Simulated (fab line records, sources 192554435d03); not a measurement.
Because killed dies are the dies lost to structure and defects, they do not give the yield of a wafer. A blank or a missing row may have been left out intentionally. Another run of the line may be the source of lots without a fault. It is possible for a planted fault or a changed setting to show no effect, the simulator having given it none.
Which of the tools did it? + flow n5-finfet + 24 lots, 72 wafers sampled, at 6 steps of a route of 1938

== WHAT EACH GAUGE READ, for each wafer ==
No reading from a measuring or inspecting step in the record can be judged against a usual standard deviation.

== WHAT TOOL EACH LOT RAN ON (gives the tool, then ch and the chambers of the sampled wafers, and finally the start) ==
| lot  | N5_BEOL_M2_DESCUM_16               | N5_BEOL_M2_DESCUM_33               | N5_BEOL_M2_ETCH_70                 | N5_BEOL_M2_STRIP_36                | N5_BEOL_M2_PRE_CLEAN_45      | N5_BEOL_M2_ANNEAL_93         |
|------|------------------------------------|------------------------------------|------------------------------------|------------------------------------|------------------------------|------------------------------|
| L074 | rie-diel-06 ch 1,2, day 6 15:43    | rie-diel-06 ch 0,3, day 6 16:53    | rie-diel-02 ch 0,1,3, day 6 20:10  | rie-diel-02 ch 0,1,3, day 6 20:20  | pvd-sputter-01, day 6 21:12  | pvd-sputter-03, day 6 23:19  |
| L075 | rie-diel-02 ch 0,1, day 6 20:52    | rie-diel-06 ch 0,1,3, day 6 21:52  | rie-diel-02 ch 0,1,2, day 6 23:37  | rie-diel-02 ch 0,1,2, day 6 23:47  | pvd-sputter-03, day 7 00:46  | pvd-sputter-02, day 7 03:00  |
| L076 | rie-diel-05 ch 0,2,3, day 7 05:06  | rie-diel-05 ch 0,1,3, day 7 06:21  | rie-diel-06 ch 1,2,3, day 7 10:20  | rie-diel-06 ch 1,2,3, day 7 10:31  | pvd-sputter-02, day 7 11:07  | pvd-sputter-01, day 7 13:04  |
| L077 | rie-diel-05 ch 1,3, day 7 08:30    | rie-diel-06 ch 0,1,2, day 7 09:23  | rie-diel-02 ch 0,1,3, day 7 13:28  | rie-diel-02 ch 0,2,3, day 7 13:38  | pvd-sputter-02, day 7 14:23  | pvd-sputter-01, day 7 16:25  |
| L079 | rie-diel-06 ch 1,2, day 7 18:04    | rie-diel-05 ch 2,3, day 7 19:11    | rie-diel-06 ch 0,2,3, day 8 00:41  | rie-diel-06 ch 0,2,3, day 8 00:51  | pvd-sputter-03, day 8 01:30  | pvd-sputter-01, day 8 03:43  |
| L078 | rie-diel-05 ch 0,2,3, day 7 21:08  | rie-diel-02 ch 2,3, day 7 22:01    | rie-diel-05 ch 0,1, day 8 01:01    | rie-diel-05 ch 0,1, day 8 01:11    | pvd-sputter-03, day 8 01:49  | pvd-sputter-01, day 8 05:38  |
| L080 | rie-diel-02 ch 0,2, day 8 02:44    | rie-diel-02 ch 0,1,2, day 8 03:37  | rie-diel-02 ch 1,2, day 8 05:42    | rie-diel-02 ch 1,2, day 8 05:52    | pvd-sputter-03, day 8 06:35  | pvd-sputter-03, day 8 08:44  |
| L081 | rie-diel-06 ch 0,2,3, day 8 08:14  | rie-diel-05 ch 2,3, day 8 09:20    | rie-diel-02 ch 0,1, day 8 15:47    | rie-diel-02 ch 0,1, day 8 15:57    | pvd-sputter-02, day 8 16:54  | pvd-sputter-03, day 8 20:43  |
| L082 | rie-diel-02 ch 0,2,3, day 8 21:25  | rie-diel-02 ch 0,3, day 8 22:19    | rie-diel-06 ch 0,1,2, day 9 02:18  | rie-diel-06 ch 0,1,2, day 9 02:28  | pvd-sputter-03, day 9 03:02  | pvd-sputter-01, day 9 05:05  |
| L083 | rie-diel-02 ch 0,3, day 9 06:07    | rie-diel-06 ch 0,1,3, day 9 07:00  | rie-diel-06 ch 1,2,3, day 9 09:32  | rie-diel-06 ch 1,2,3, day 9 09:41  | pvd-sputter-03, day 9 10:24  | pvd-sputter-03, day 9 12:25  |
| L084 | rie-diel-02 ch 0,2,3, day 9 09:32  | rie-diel-05 ch 1,2, day 9 10:27    | rie-diel-05 ch 0,1,3, day 9 17:33  | rie-diel-05 ch 0,1,3, day 9 17:43  | pvd-sputter-01, day 9 18:21  | pvd-sputter-01, day 9 20:26  |
| L085 | rie-diel-02 ch 0,2,3, day 9 18:38  | rie-diel-06 ch 1,3, day 9 19:31    | rie-diel-02 ch 1,2, day 9 20:33    | rie-diel-02 ch 1,2, day 9 20:43    | pvd-sputter-03, day 9 21:23  | pvd-sputter-03, day 10 01:08 |
| L086 | rie-diel-05 ch 0,1,2, day 9 21:32  | rie-diel-05 ch 1,2,3, day 9 22:38  | rie-diel-05 ch 1,2,3, day 10 01:29 | rie-diel-05 ch 1,2,3, day 10 01:40 | pvd-sputter-01, day 10 02:05 | pvd-sputter-01, day 10 04:18 |
| L087 | rie-diel-05 ch 0,3, day 10 02:24   | rie-diel-06 ch 0,2,3, day 10 03:26 | rie-diel-06 ch 0,1,2, day 10 03:50 | rie-diel-06 ch 0,1,2, day 10 04:01 | pvd-sputter-03, day 10 04:48 | pvd-sputter-02, day 10 06:44 |
| L088 | rie-diel-05 ch 0,2,3, day 10 03:29 | rie-diel-06 ch 1,2,3, day 10 04:33 | rie-diel-05 ch 1,2,3, day 10 06:51 | rie-diel-05 ch 1,2,3, day 10 07:01 | pvd-sputter-03, day 10 07:48 | pvd-sputter-02, day 10 09:46 |
| L090 | rie-diel-02 ch 0,1,2, day 10 14:15 | rie-diel-06 ch 0,2, day 10 15:24   | rie-diel-05 ch 1,3, day 10 21:19   | rie-diel-05 ch 1,3, day 10 21:29   | pvd-sputter-01, day 10 21:56 | pvd-sputter-02, day 11 00:02 |
| L089 | rie-diel-02 ch 0,1, day 10 15:23   | rie-diel-02 ch 0,1,2, day 10 16:19 | rie-diel-05 ch 1,2, day 10 22:40   | rie-diel-05 ch 1,2, day 10 22:50   | pvd-sputter-01, day 10 23:50 | pvd-sputter-03, day 11 01:52 |
| L091 | rie-diel-06 ch 2,3, day 10 22:16   | rie-diel-02 ch 2,3, day 10 23:14   | rie-diel-05 ch 1,3, day 11 03:01   | rie-diel-05 ch 1,3, day 11 03:11   | pvd-sputter-03, day 11 04:19 | pvd-sputter-03, day 11 06:39 |
| L092 | rie-diel-05 ch 0,1,2, day 10 23:47 | rie-diel-05 ch 0,1, day 11 00:44   | rie-diel-05 ch 1,3, day 11 04:48   | rie-diel-05 ch 1,3, day 11 04:58   | pvd-sputter-02, day 11 05:40 | pvd-sputter-03, day 11 08:43 |
| L094 | rie-diel-02 ch 0,2,3, day 11 13:20 | rie-diel-06 ch 2,3, day 11 14:22   | rie-diel-05 ch 0,1,2, day 11 20:47 | rie-diel-05 ch 0,1,2, day 11 20:57 | pvd-sputter-01, day 11 21:47 | pvd-sputter-01, day 12 00:13 |
| L093 | rie-diel-05 ch 0,2,3, day 11 13:40 | rie-diel-05 ch 1,3, day 11 14:41   | rie-diel-05 ch 0,1, day 12 00:12   | rie-diel-05 ch 0,1, day 12 00:22   | pvd-sputter-01, day 12 01:04 | pvd-sputter-03, day 12 03:02 |
| L095 | rie-diel-02 ch 0,1,2, day 12 07:54 | rie-diel-06 ch 0,1,2, day 12 08:56 | rie-diel-02 ch 1,2,3, day 12 09:39 | rie-diel-02 ch 1,2,3, day 12 09:49 | pvd-sputter-03, day 12 10:32 | pvd-sputter-03, day 12 14:20 |
| L096 | rie-diel-05 ch 0,2, day 12 08:02   | rie-diel-06 ch 0,1, day 12 09:02   | rie-diel-06 ch 0,1, day 12 14:06   | rie-diel-06 ch 0,1, day 12 14:16   | pvd-sputter-02, day 12 15:04 | pvd-sputter-01, day 12 17:04 |
| L097 | rie-diel-02 ch 1,2,3, day 12 10:53 | rie-diel-05 ch 0,2,3, day 12 12:05 | rie-diel-06 ch 1,2,3, day 12 15:59 | rie-diel-06 ch 1,2,3, day 12 16:10 | pvd-sputter-03, day 12 17:17 | pvd-sputter-01, day 12 19:13 |
- N5_BEOL_M2_DESCUM_16: chemistry O2, time 7 s.
- N5_BEOL_M2_DESCUM_33: chemistry O2, time 7 s.
- N5_BEOL_M2_ETCH_70: etches SOC in N2/H2, target depth 80 nm, overetch 24 nm, time 130 s.
- N5_BEOL_M2_STRIP_36: strips in N2/H2.
- N5_BEOL_M2_PRE_CLEAN_45: time 30 s.
- N5_BEOL_M2_ANNEAL_93: time 240 s.

== AS READ BY THE TOOLS THEMSELVES (means over the sampled wafers that have a number; for cases with no such wafer, the mark the record gives instead) ==
N5_BEOL_M2_DESCUM_16.
| lot  | tool        | drypump-motor-current-A (A) | oes-product-au (a.u.) | rf-vpp-V (V) | showerhead-plenum-p-Torr (Torr) | throttle-valve-pct (%) |
|------|-------------|-----------------------------|-----------------------|--------------|---------------------------------|------------------------|
| L074 | rie-diel-06 | 5.6                         | 0.69                  | 241.9        | 1.98                            | 20.87                  |
| L075 | rie-diel-02 | 6.5                         | 0.81                  | 243.8        | 2.18                            | 20.19                  |
| L076 | rie-diel-05 | 5.4                         | 0.87                  | 244.6        | 2.15                            | 20.20                  |
| L077 | rie-diel-05 | 5.0                         | 0.75                  | 243.9        | 2.15                            | 20.47                  |
| L079 | rie-diel-06 | 5.4                         | 0.70                  | 240.9        | 1.99                            | 20.85                  |
| L078 | rie-diel-05 | 5.4                         | 0.86                  | 244.2        | 2.15                            | 20.22                  |
| L080 | rie-diel-02 | 6.1                         | 0.74                  | 244.3        | 2.15                            | 20.35                  |
| L081 | rie-diel-06 | 5.6                         | 0.76                  | 243.5        | 2.10                            | 20.63                  |
| L082 | rie-diel-02 | 6.0                         | 0.71                  | 244.0        | 2.11                            | 20.37                  |
| L083 | rie-diel-02 | 6.0                         | 0.70                  | 242.3        | 2.07                            | 20.41                  |
| L084 | rie-diel-02 | 6.0                         | 0.71                  | 243.5        | 2.10                            | 20.39                  |
| L085 | rie-diel-02 | 6.0                         | 0.71                  | 243.0        | 2.10                            | 20.39                  |
| L086 | rie-diel-05 | 5.5                         | 0.87                  | 243.2        | 2.13                            | 20.34                  |
| L087 | rie-diel-05 | 5.2                         | 0.75                  | 244.1        | 2.11                            | 20.29                  |
| L088 | rie-diel-05 | 5.4                         | 0.83                  | 244.8        | 2.14                            | 20.25                  |
| L090 | rie-diel-02 | 6.3                         | 0.74                  | 244.1        | 2.15                            | 20.31                  |
| L089 | rie-diel-02 | 6.4                         | 0.74                  | 244.3        | 2.12                            | 20.23                  |
| L091 | rie-diel-06 | 5.3                         | 0.76                  | 242.2        | 2.07                            | 20.67                  |
| L092 | rie-diel-05 | 5.5                         | 0.85                  | 244.2        | 2.13                            | 20.35                  |
| L094 | rie-diel-02 | 6.0                         | 0.79                  | 243.3        | 2.10                            | 20.28                  |
| L093 | rie-diel-05 | 5.4                         | 0.81                  | 243.7        | 2.13                            | 20.26                  |
| L095 | rie-diel-02 | 6.3                         | 0.73                  | 243.7        | 2.15                            | 20.33                  |
| L096 | rie-diel-05 | 5.8                         | 0.85                  | 243.2        | 2.09                            | 20.14                  |
| L097 | rie-diel-02 | 6.1                         | 0.81                  | 242.4        | 2.14                            | 20.27                  |

N5_BEOL_M2_DESCUM_33.
| lot  | tool        | drypump-motor-current-A (A) | oes-product-au (a.u.) | rf-vpp-V (V) | showerhead-plenum-p-Torr (Torr) | throttle-valve-pct (%) |
|------|-------------|-----------------------------|-----------------------|--------------|---------------------------------|------------------------|
| L074 | rie-diel-06 | 5.8                         | 0.77                  | 243.0        | 2.13                            | 20.63                  |
| L075 | rie-diel-06 | 5.8                         | 0.77                  | 242.7        | 2.09                            | 20.65                  |
| L076 | rie-diel-05 | 5.3                         | 0.83                  | 244.3        | 2.11                            | 20.35                  |
| L077 | rie-diel-06 | 5.6                         | 0.70                  | 241.4        | 2.02                            | 20.86                  |
| L079 | rie-diel-05 | 5.0                         | 0.78                  | 244.9        | 2.19                            | 20.35                  |
| L078 | rie-diel-02 | 5.8                         | 0.70                  | 243.8        | 2.10                            | 20.46                  |
| L080 | rie-diel-02 | 6.3                         | 0.76                  | 244.3        | 2.16                            | 20.27                  |
| L081 | rie-diel-05 | 5.3                         | 0.85                  | 244.8        | 2.20                            | 20.29                  |
| L082 | rie-diel-02 | 6.2                         | 0.71                  | 242.6        | 2.08                            | 20.31                  |
| L083 | rie-diel-06 | 5.8                         | 0.84                  | 243.6        | 2.17                            | 20.56                  |
| L084 | rie-diel-05 | 5.3                         | 0.84                  | 244.1        | 2.15                            | 20.57                  |
| L085 | rie-diel-06 | 5.8                         | 0.92                  | 246.9        | 2.22                            | 20.46                  |
| L086 | rie-diel-05 | 5.2                         | 0.80                  | 245.0        | 2.16                            | 20.47                  |
| L087 | rie-diel-06 | 5.5                         | 0.75                  | 243.0        | 2.09                            | 20.67                  |
| L088 | rie-diel-06 | 5.6                         | 0.84                  | 244.1        | 2.14                            | 20.55                  |
| L090 | rie-diel-06 | 5.3                         | 0.69                  | 241.4        | 2.02                            | 20.87                  |
| L089 | rie-diel-02 | 6.3                         | 0.75                  | 243.7        | 2.15                            | 20.31                  |
| L091 | rie-diel-02 | 5.9                         | 0.80                  | 243.9        | 2.13                            | 20.35                  |
| L092 | rie-diel-05 | 5.4                         | 0.81                  | 243.2        | 2.09                            | 20.50                  |
| L094 | rie-diel-06 | 5.3                         | 0.74                  | 243.2        | 2.07                            | 20.68                  |
| L093 | rie-diel-05 | 5.1                         | 0.75                  | 243.1        | 2.12                            | 20.64                  |
| L095 | rie-diel-06 | 5.6                         | 0.85                  | 243.4        | 2.09                            | 20.67                  |
| L096 | rie-diel-06 | 5.9                         | 0.92                  | 243.7        | 2.16                            | 20.57                  |
| L097 | rie-diel-05 | 5.4                         | 0.80                  | 243.5        | 2.13                            | 20.27                  |

N5_BEOL_M2_ETCH_70.
| lot  | tool        | drypump-motor-current-A (A) | oes-product-au (a.u.) | rf-vpp-V (V) | showerhead-plenum-p-Torr (Torr) | throttle-valve-pct (%) |
|------|-------------|-----------------------------|-----------------------|--------------|---------------------------------|------------------------|
| L074 | rie-diel-02 | 6.3                         | 0.56                  | 524.1        | 2.58                            | 17.65                  |
| L075 | rie-diel-02 | 6.3                         | 0.57                  | 527.5        | 2.62                            | 17.62                  |
| L076 | rie-diel-06 | 5.6                         | 0.57                  | 522.7        | 2.51                            | 18.11                  |
| L077 | rie-diel-02 | 6.3                         | 0.55                  | 525.3        | 2.58                            | 17.67                  |
| L079 | rie-diel-06 | 5.5                         | 0.56                  | 523.9        | 2.55                            | 18.03                  |
| L078 | rie-diel-05 | 5.7                         | 0.65                  | 523.1        | 2.51                            | 17.66                  |
| L080 | rie-diel-02 | 6.1                         | 0.57                  | 526.1        | 2.65                            | 17.72                  |
| L081 | rie-diel-02 | 6.4                         | 0.56                  | 524.9        | 2.58                            | 17.57                  |
| L082 | rie-diel-06 | 5.6                         | 0.58                  | 524.7        | 2.55                            | 18.19                  |
| L083 | rie-diel-06 | 5.6                         | 0.62                  | 525.5        | 2.61                            | 17.99                  |
| L084 | rie-diel-05 | 5.3                         | 0.59                  | 524.5        | 2.57                            | 17.84                  |
| L085 | rie-diel-02 | 6.2                         | 0.56                  | 526.7        | 2.65                            | 17.75                  |
| L086 | rie-diel-05 | 5.2                         | 0.59                  | 526.4        | 2.64                            | 17.88                  |
| L087 | rie-diel-06 | 5.6                         | 0.57                  | 524.5        | 2.55                            | 18.22                  |
| L088 | rie-diel-05 | 5.2                         | 0.58                  | 526.3        | 2.64                            | 17.88                  |
| L090 | rie-diel-05 | 4.9                         | 0.54                  | 525.3        | 2.61                            | 18.02                  |
| L089 | rie-diel-05 | 5.3                         | 0.61                  | 525.5        | 2.62                            | 17.96                  |
| L091 | rie-diel-05 | 5.1                         | 0.56                  | 524.7        | 2.59                            | 18.08                  |
| L092 | rie-diel-05 | 5.1                         | 0.56                  | 524.8        | 2.59                            | 18.08                  |
| L094 | rie-diel-05 | 5.5                         | 0.61                  | 524.6        | 2.58                            | 17.77                  |
| L093 | rie-diel-05 | 5.4                         | 0.60                  | 523.7        | 2.54                            | 17.93                  |
| L095 | rie-diel-02 | 6.1                         | 0.60                  | 526.0        | 2.60                            | 17.66                  |
| L096 | rie-diel-06 | 5.8                         | 0.69                  | 524.7        | 2.57                            | 17.98                  |
| L097 | rie-diel-06 | 5.6                         | 0.59                  | 525.3        | 2.60                            | 18.05                  |

N5_BEOL_M2_STRIP_36.
| lot  | tool        | drypump-motor-current-A (A) | oes-product-au (a.u.) | rf-vpp-V (V) | showerhead-plenum-p-Torr (Torr) | throttle-valve-pct (%) |
|------|-------------|-----------------------------|-----------------------|--------------|---------------------------------|------------------------|
| L074 | rie-diel-02 | 6.2                         | 0.76                  | 58.7         | 2.57                            | 23.4                   |
| L075 | rie-diel-02 | 6.3                         | 0.77                  | 59.4         | 2.61                            | 23.4                   |
| L076 | rie-diel-06 | 5.6                         | 0.77                  | 59.9         | 2.51                            | 24.0                   |
| L077 | rie-diel-02 | 6.0                         | 0.72                  | 59.6         | 2.56                            | 23.6                   |
| L079 | rie-diel-06 | 5.6                         | 0.76                  | 59.3         | 2.54                            | 23.9                   |
| L078 | rie-diel-05 | 5.7                         | 0.89                  | 59.5         | 2.51                            | 23.6                   |
| L080 | rie-diel-02 | 6.1                         | 0.76                  | 58.8         | 2.65                            | 23.6                   |
| L081 | rie-diel-02 | 6.5                         | 0.75                  | 59.2         | 2.58                            | 23.3                   |
| L082 | rie-diel-06 | 5.6                         | 0.79                  | 60.3         | 2.55                            | 24.1                   |
| L083 | rie-diel-06 | 5.6                         | 0.85                  | 60.1         | 2.61                            | 23.9                   |
| L084 | rie-diel-05 | 5.3                         | 0.80                  | 59.6         | 2.56                            | 23.7                   |
| L085 | rie-diel-02 | 6.1                         | 0.75                  | 58.7         | 2.64                            | 23.6                   |
| L086 | rie-diel-05 | 5.2                         | 0.79                  | 60.2         | 2.64                            | 23.7                   |
| L087 | rie-diel-06 | 5.6                         | 0.78                  | 59.4         | 2.54                            | 24.2                   |
| L088 | rie-diel-05 | 5.2                         | 0.79                  | 59.5         | 2.63                            | 23.7                   |
| L090 | rie-diel-05 | 5.0                         | 0.72                  | 58.0         | 2.61                            | 23.8                   |
| L089 | rie-diel-05 | 5.3                         | 0.82                  | 59.1         | 2.61                            | 23.9                   |
| L091 | rie-diel-05 | 5.1                         | 0.75                  | 59.6         | 2.59                            | 24.0                   |
| L092 | rie-diel-05 | 5.1                         | 0.76                  | 59.7         | 2.59                            | 24.0                   |
| L094 | rie-diel-05 | 5.5                         | 0.84                  | 58.1         | 2.58                            | 23.6                   |
| L093 | rie-diel-05 | 5.4                         | 0.81                  | 60.0         | 2.53                            | 23.9                   |
| L095 | rie-diel-02 | 6.1                         | 0.80                  | 59.7         | 2.59                            | 23.5                   |
| L096 | rie-diel-06 | 5.8                         | 0.93                  | 58.9         | 2.57                            | 24.0                   |
| L097 | rie-diel-06 | 5.6                         | 0.81                  | 59.0         | 2.59                            | 24.0                   |

N5_BEOL_M2_PRE_CLEAN_45.
| lot  | tool           | heater-power-w (W) |
|------|----------------|--------------------|
| L074 | pvd-sputter-01 | 321                |
| L075 | pvd-sputter-03 | 303                |
| L076 | pvd-sputter-02 | 341                |
| L077 | pvd-sputter-02 | 355                |
| L079 | pvd-sputter-03 | 295                |
| L078 | pvd-sputter-03 | 324                |
| L080 | pvd-sputter-03 | 319                |
| L081 | pvd-sputter-02 | 331                |
| L082 | pvd-sputter-03 | 313                |
| L083 | pvd-sputter-03 | 316                |
| L084 | pvd-sputter-01 | 309                |
| L085 | pvd-sputter-03 | 308                |
| L086 | pvd-sputter-01 | 308                |
| L087 | pvd-sputter-03 | 303                |
| L088 | pvd-sputter-03 | 292                |
| L090 | pvd-sputter-01 | 293                |
| L089 | pvd-sputter-01 | 326                |
| L091 | pvd-sputter-03 | 312                |
| L092 | pvd-sputter-02 | 325                |
| L094 | pvd-sputter-01 | 313                |
| L093 | pvd-sputter-01 | 314                |
| L095 | pvd-sputter-03 | 296                |
| L096 | pvd-sputter-02 | 341                |
| L097 | pvd-sputter-03 | 313                |

N5_BEOL_M2_ANNEAL_93.
| lot  | tool           | heater-power-w (W) |
|------|----------------|--------------------|
| L074 | pvd-sputter-03 | 817                |
| L075 | pvd-sputter-02 | 804                |
| L076 | pvd-sputter-01 | 804                |
| L077 | pvd-sputter-01 | 759                |
| L079 | pvd-sputter-01 | 763                |
| L078 | pvd-sputter-01 | 812                |
| L080 | pvd-sputter-03 | 767                |
| L081 | pvd-sputter-03 | 790                |
| L082 | pvd-sputter-01 | 814                |
| L083 | pvd-sputter-03 | 758                |
| L084 | pvd-sputter-01 | 780                |
| L085 | pvd-sputter-03 | 758                |
| L086 | pvd-sputter-01 | 798                |
| L087 | pvd-sputter-02 | 817                |
| L088 | pvd-sputter-02 | 805                |
| L090 | pvd-sputter-02 | 777                |
| L089 | pvd-sputter-03 | 782                |
| L091 | pvd-sputter-03 | 723                |
| L092 | pvd-sputter-03 | 737                |
| L094 | pvd-sputter-01 | 751                |
| L093 | pvd-sputter-03 | 791                |
| L095 | pvd-sputter-03 | 754                |
| L096 | pvd-sputter-01 | 756                |
| L097 | pvd-sputter-01 | 796                |

== THE ANSWER, worked out from the rows above alone ==
Rule: usual is defined by the lots themselves. Put in order of their means at a reading, lots are off if they are a third of the lots or fewer, leave a main group of 4 or more, and stand apart from it by a gap of 3 or more times the standard deviation of the main group's means; of several such gaps the widest counts. The tables above print the reading to a certain number of digits; a main group whose means all agree to those digits is not used. Also off: a lot with no number at a reading for which 4 or more lots have one. All remaining lots with rows at the step are treated as sound. First the gauges in route order, then the tools' own readings, where a lot's mean is used as printed above. At the first step where some lot is off, the reading lying furthest off is the one used; lots without a number count as furthest.
Across all readings shown, no lot is off: no conclusion can be drawn from this.

== WHAT THE SIMULATOR PUT IN ==
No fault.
